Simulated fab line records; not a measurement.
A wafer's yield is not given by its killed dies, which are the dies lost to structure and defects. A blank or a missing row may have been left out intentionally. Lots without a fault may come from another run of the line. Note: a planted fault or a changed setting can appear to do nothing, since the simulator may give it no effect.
Chamber matching + flow n5 finfet + 4 sister chambers for N5_FIN_CUT_DESCUM_13 on rie diel-02
The step chemistry O2, time 7 s. 20 wafers are shown with their chamber, then 10 later ones without.

== EACH WAFER AND ITS CHAMBER ==
| wafer  | chamber | showerhead plenum p Torr (Torr) | drypump motor current A (A) | oes product au (a.u.) |
|--------|---------|---------------------------------|-----------------------------|-----------------------|
| L076.2 | 2       | 2.20                            | 5.7                         | 0.79                  |
| L076.3 | 0       | 2.13                            | 5.6                         | 0.84                  |
| L076.5 | 3       | 1.97                            | 5.7                         | 0.69                  |
| L077.1 | 3       | 1.96                            | 5.7                         | 0.69                  |
| L077.2 | 2       | 2.20                            | 5.7                         | 0.80                  |
| L077.4 | 1       | 2.13                            | 6.0                         | 0.99                  |
| L078.1 | 0       | 2.13                            | 5.6                         | 0.84                  |
| L078.2 | 2       | 2.20                            | 5.7                         | 0.80                  |
| L078.4 | 0       | 2.13                            | 5.6                         | 0.84                  |
| L079.1 | 1       | 2.12                            | 6.0                         | 0.98                  |
| L079.4 | 2       | 2.20                            | 5.7                         | 0.79                  |
| L079.6 | 1       | 2.12                            | 6.0                         | 0.99                  |
| L082.3 | 2       | 2.19                            | 5.7                         | 0.78                  |
| L082.4 | 1       | 2.12                            | 6.0                         | 0.94                  |
| L082.6 | 2       | 2.19                            | 5.7                         | 0.78                  |
| L088.1 | 0       | 2.12                            | 5.6                         | 0.81                  |
| L088.4 | 1       | 2.12                            | 6.1                         | 0.92                  |
| L088.5 | 1       | 2.12                            | 6.0                         | 0.92                  |
| L090.1 | 0       | 2.12                            | 5.6                         | 0.80                  |
| L090.5 | 1       | 2.12                            | 6.0                         | 0.91                  |

SIGNATURES (means of the wafers above)
| reading                  | chamber 0 | chamber 1 | chamber 2 | chamber 3 | scatter within a chamber |
|--------------------------|-----------|-----------|-----------|-----------|--------------------------|
| showerhead plenum p Torr | 2.1260    | 2.1214    | 2.1967    | 1.9650    | 0.00493                  |
| drypump motor current A  | 5.600     | 6.014     | 5.700     | 5.700     | 0.0231                   |
| oes product au           | 0.8260    | 0.9500    | 0.7900    | 0.6900    | 0.0244                   |
Rule: distance of a wafer from a chamber = root of the sum over the readings of ((wafer's reading minus chamber's mean) / reading's scatter) squared. The wafer belongs to the nearest chamber; if the next one is less than 2 further off, it can't be placed. How the scatter is found: for the shown wafers, subtract from each reading the mean of its chamber, square and add these, divide the total by (wafers less chambers), then take the root.

== WAFERS WITH NO CHAMBER GIVEN ==
| wafer  | showerhead plenum p Torr (Torr) | drypump motor current A (A) | oes product au (a.u.) |
|--------|---------------------------------|-----------------------------|-----------------------|
| L090.6 | 2.12                            | 5.6                         | 0.80                  |
| L091.1 | 2.11                            | 6.1                         | 0.91                  |
| L091.2 | 2.19                            | 5.7                         | 0.76                  |
| L091.4 | 2.19                            | 5.7                         | 0.77                  |
| L093.2 | 2.11                            | 6.0                         | 0.90                  |
| L093.4 | 2.19                            | 5.8                         | 0.76                  |
| L093.6 | 2.11                            | 6.0                         | 0.89                  |
| L096.1 | 2.22                            | 5.7                         | 0.94                  |
| L096.3 | 2.19                            | 5.7                         | 0.76                  |
| L096.4 | 2.11                            | 6.1                         | 0.89                  |

== CHAMBER TAKEN BY EACH ==
| wafer  | from the rows above | in truth                   |
|--------|---------------------|----------------------------|
| L090.6 | 0                   | 0                          |
| L091.1 | 1                   | 1                          |
| L091.2 | 2                   | 2                          |
| L091.4 | 2                   | 2                          |
| L093.2 | 1                   | 1                          |
| L093.4 | 2                   | 2                          |
| L093.6 | 1                   | 1                          |
| L096.1 | 2                   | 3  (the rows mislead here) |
| L096.3 | 2                   | 2                          |
| L096.4 | 1                   | 1                          |
Placed correctly: 9 of 10. Not placeable from these rows: 0. 1 placed wrongly.
